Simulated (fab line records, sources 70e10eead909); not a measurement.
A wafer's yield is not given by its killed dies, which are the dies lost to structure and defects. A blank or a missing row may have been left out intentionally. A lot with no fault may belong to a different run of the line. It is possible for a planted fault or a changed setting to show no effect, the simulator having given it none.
A struck lot beside a sound one	flow nand_harc	15 out of 1159 route steps
Sound: these wafers, L908.1, L908.5, L908.6. Wafers L912.1, L912.2, L912.5 were the ones struck. At the end, the cause is stated.
Per side, at each step with rows, come the tool, then ch with its chambers, and then its first start. Under that, the readings that differ: sound wafers	struck wafers	difference of the means	sigmas: that difference in standard deviations of wafers without a fault.
alike: a reading whose means differ by less than 2 such deviations, as well as words and numbers matching on both sides. not compared: withheld readings; readings where some wafer has no value; bounds like >300 that might hide an equal value; numbers whose values overlap and for which the record gives no deviation.
A row with sigmas, a row that says differs or no value, or rows on one side alone: a step with any of these is where the two part. Non-overlapping numbers with no deviation appear without sigmas and do not part them. A reading that every wafer of one side lacks parts them only if that side has two wafers or more.

first, 5 steps without rows for these wafers: NHARC_P_M2_SOFTBAKE_04 (time 55 s); NHARC_P_M2_EBR_05; NHARC_P_M2_EXPOSE_06 (exposes mask P M2, target cd 170 nm); NHARC_P_M2_PEB_07 (peb time 65 s); NHARC_P_M2_DEVELOP_08 (develop time 35 s).
NHARC_P_M2_CD_MEAS_09 targets a cd of 170 nm.
  sound on cd_sem-02 ch 0, day 8 04:40; struck on cd_sem-02 ch 0, day 9 11:31
  alike: cd_nm
NHARC_P_M2_OVL_MEAS_10: pitch 340 nm.
  sound on overlay-01, day 8 04:45; struck on overlay-01, day 9 11:37
  alike: overlay_x_nm, overlay_y_nm
NHARC_P_M2_INSPECT_11:
  sound on defect_inspect-02, day 8 04:47; struck on defect_inspect-01, day 9 11:39
  alike: raw_defect_count
NHARC_P_M2_DESCUM_14: chemistry O2, time 3 s.
  sound on rie_diel-10 ch 1,2, day 8 04:51; struck on rie_diel-05 ch 1,3, day 9 11:43
  alike: drypump_motor_current_A, mfc_ar_sccm, oes_product_au, rf_vpp_V, showerhead_plenum_p_Torr, throttle_valve_pct
  not compared: rf_hours_counter_h
NHARC_P_M2_ETCH_35: etches the open film in N2/H2, target depth 40 nm, overetch 12 nm, time 43.94 s.
  sound on rie_diel-10 ch 0,1, day 8 04:56; struck on rie_diel-05 ch 1,3, day 9 11:49
  alike: drypump_motor_current_A, mfc_ar_sccm, oes_product_au, rf_vpp_V, showerhead_plenum_p_Torr, throttle_valve_pct
  not compared: rf_hours_counter_h
NHARC_P_M2_ETCH_15: etches the open film in C4F8/Ar, target depth 182.5 nm, time 91.2 s.
  sound on rie_diel-10 ch 0,3; struck on rie_diel-05 ch 2,3
  alike: oes_product_au, rf_vpp_V
  not compared: rf_hours_counter_h
NHARC_P_M2_CD_MEAS_16:
  sound on cd_sem-03, day 8 05:11; struck on cd_sem-01, day 9 12:04
  alike: cd_nm
NHARC_P_M2_STRIP_18: strips in N2/H2.
  sound on rie_diel-10 ch 0,1, day 8 05:16; struck on rie_diel-05 ch 1,3, day 9 12:08
  no value came back on the struck wafers for any of 8 readings (bias_w (W), chamber_pressure_mTorr (mTorr) and others); on the sound wafers bias_w (W) reads 0 0 0
  not compared: rf_hours_counter_h
NHARC_P_M2_ETCH_28: etches the open film in CF4/N2, target depth 30 nm, time 72.99 s.
  sound on rie_diel-10 ch 1,2; struck on rie_diel-05 ch 1,2,3, day 9 12:29
reading	sound	struck	difference	sigmas
rf_vpp_V (V)	312.9 315.4 313.8	318.3 316.8 317.5	+3.5	+2
  alike: drypump_motor_current_A, mfc_ar_sccm, oes_product_au, showerhead_plenum_p_Torr, throttle_valve_pct
  not compared: rf_hours_counter_h
-- record jumps: 13 days between struck wafers' starts before vs after; left off in module P_M2, resumes in module END, first step shown is number 1159 of the route --
NHARC_END_SORT_01:
  sound on prober-01 ch 0, day 21 14:02; struck on prober-02 ch 0, day 22 07:46
reading	sound	struck	difference	sigmas
defect_limited_yield (%)	96.3 98.1 98.5	5.2 4.9 4.1	-92.9	-66
killed_at_periphery	4 0 3	616 612 617	+613	+99 or more
killed_dies	25 13 10	642 644 649	+629	+65
sort_bin_2_pct (%)	1.2 0.4 0.6	92.2 91.7 92.3	+91.3	+99 or more
sort_n_pass	652 664 667	35 33 28	-629	-65
sort_rim_yield_pct (%)	93.4 98.1 98.1	21.7 14.2 19.8	-78.0	-26
sort_yield_pct (%)	96.3 98.1 98.5	5.2 4.9 4.1	-92.9	-66
  alike: killed_at_array, killed_at_other, killed_open, killed_short, sort_bin_3_pct, sort_bin_4_pct

## WHERE THEY PART
Earliest at NHARC_P_M2_STRIP_18; latest, in this record, at NHARC_END_SORT_01.

WHY: what the simulator had put in
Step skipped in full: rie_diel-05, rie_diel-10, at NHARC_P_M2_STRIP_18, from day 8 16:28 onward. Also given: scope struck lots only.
